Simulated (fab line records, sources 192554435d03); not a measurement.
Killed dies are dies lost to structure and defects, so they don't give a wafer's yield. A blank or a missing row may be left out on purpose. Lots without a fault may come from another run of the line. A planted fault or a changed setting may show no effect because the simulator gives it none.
A struck lot beside a sound one | flow n5_finfet | 20 steps out of a route of 1938
Sound: wafers L474.3, L474.5, L474.6. Struck: wafers L492.1, L492.3, L492.6. The cause comes at the end.
At each step with rows: each side's tool, then ch and its chambers, then its first start. Under that, the readings that differ: sound wafers | struck wafers | difference of the means | sigmas: that difference in standard deviations of wafers without a fault.
alike: readings whose means differ by less than 2 such deviations, and words and numbers that are the same on both sides. not compared: withheld readings, readings that some wafer has no value for, bounds like >300 that may hide the same value, and numbers for which the record gives no deviation and whose values overlap.
The two part at a step that has a row with sigmas, a row that says differs or no value, or rows on one side only. Numbers that don't overlap but have no deviation are shown without sigmas and don't part them. A reading that every wafer of one side lacks parts them only if that side has two wafers or more.

N5_BEOL_M1_RS_MEAS_58: measures by four-point-probe.
  sound on film_metro-02, day 6 09:01; struck on film_metro-02, day 10 19:41
  alike: M1_RS
N5_BEOL_M1_INSPECT_59: inspects for defects (darkfield).
  sound on defect_inspect-01, day 6 09:03; struck on defect_inspect-02, day 10 19:42
  alike: raw_defect_count
N5_BEOL_M2_ILD_DEP_00: deposits SiOC from DEMS/O2, target thk 79 nm, time 15.3 s.
  sound on pecvd-03 ch 0,1, day 6 09:05; struck on pecvd-01 ch 0,1, day 10 19:44
  alike: heater_power_w, rf_fwd_power_W, showerhead_plenum_p_Torr, throttle_valve_pct
N5_BEOL_M2_THK_MEAS_01:
  sound on film_metro-02, day 6 09:09; struck on film_metro-01, day 10 19:49
  alike: M2_ILD_THK
N5_BEOL_M2_PECVD_72: deposits SiO2 from TEOS/O2, target thk 16 nm, time 18 s.
  sound on pecvd-04 ch 0,2, day 6 09:11; struck on pecvd-03 ch 0,1,2, day 10 19:51
  alike: heater_power_w, rf_fwd_power_W, showerhead_plenum_p_Torr, throttle_valve_pct
N5_BEOL_M2_HM_DEP_02: deposits TiN, target thk 20 nm.
  sound on pvd_sputter-02, day 6 09:16; struck on pvd_sputter-01, day 10 21:41
  alike: chamber_pressure_pa, throttle_valve_pct
then, 6 steps without rows for these wafers: N5_BEOL_M2_COAT_61 (time 60 s, resist thk 60 nm); N5_BEOL_M2_COAT_62 (time 60 s, resist thk 12 nm); N5_BEOL_M2_COAT_73 (time 60 s, resist thk 5 nm); N5_BEOL_M2_COAT_05 (resist thk 30 nm); N5_BEOL_M2_EBR_07; N5_BEOL_M2_SOFTBAKE_06 (time 60 s).
N5_BEOL_M2_EXPOSE_08: exposes mask M2.
  sound on euv_scanner-01 ch 0, day 6 09:32; struck on euv_scanner-02 ch 0, day 10 21:58
  reading                         | sound       | struck      | difference | sigmas
  model.BEOL_M2.overlay_x_nm (nm) | 0.8 0.8 0.8 | 7.4 7.4 7.4 | +6.6       |
  alike: mask, focus_offset_nm
then, 2 steps without rows for these wafers: N5_BEOL_M2_PEB_09 (peb time 60 s); N5_BEOL_M2_DEVELOP_10 (develop time 30 s).
N5_BEOL_M2_CD_MEAS_11: target cd 16.79 nm.
  sound on cd_sem-01 ch 0, day 6 09:40; struck on cd_sem-01 ch 0, day 10 22:05
  alike: cd_nm
N5_BEOL_M2_OVL_MEAS_12:
  sound on overlay-02 ch 0, day 6 09:43; struck on overlay-02 ch 0, day 10 22:07
  reading     | sound       | struck      | difference | sigmas
  M2_OVL (nm) | 0.2 0.8 0.0 | 8.1 6.5 7.2 | +6.9       | +10
N5_BEOL_M2_INSPECT_13: inspects for defects (brightfield).
  sound on defect_inspect-02, day 6 09:46; struck on defect_inspect-02, day 10 22:11
  reading          | sound       | struck      | difference | sigmas
  raw_defect_count | 442 349 286 | 595 446 487 | +150       | +2
N5_BEOL_M4_RC_MEAS_101:
  sound on prober-01 ch 0, day 7 13:34; struck on prober-01 ch 0, day 12 02:46
  alike: DIBL_N, DIBL_P, IOFF_N, IOFF_P, ION_N, ION_P, SS_N, SS_P, VT_N, VT_P
-- the record jumps here: 4 days lie between the struck wafers' starts before and after (it left off in module BEOL_M4 and takes up again in module PASSIVATION, whose first step shown is number 1936 of the route) --
N5_PASSIVATION_PROBE_49:
  the record has rows for the struck wafers here (prober-02, day 16 11:40) and none for the sound ones

WHERE THEY PART
First at N5_BEOL_M2_OVL_MEAS_12; last, within this record, at N5_PASSIVATION_PROBE_49.

WHY: what the simulator had put in
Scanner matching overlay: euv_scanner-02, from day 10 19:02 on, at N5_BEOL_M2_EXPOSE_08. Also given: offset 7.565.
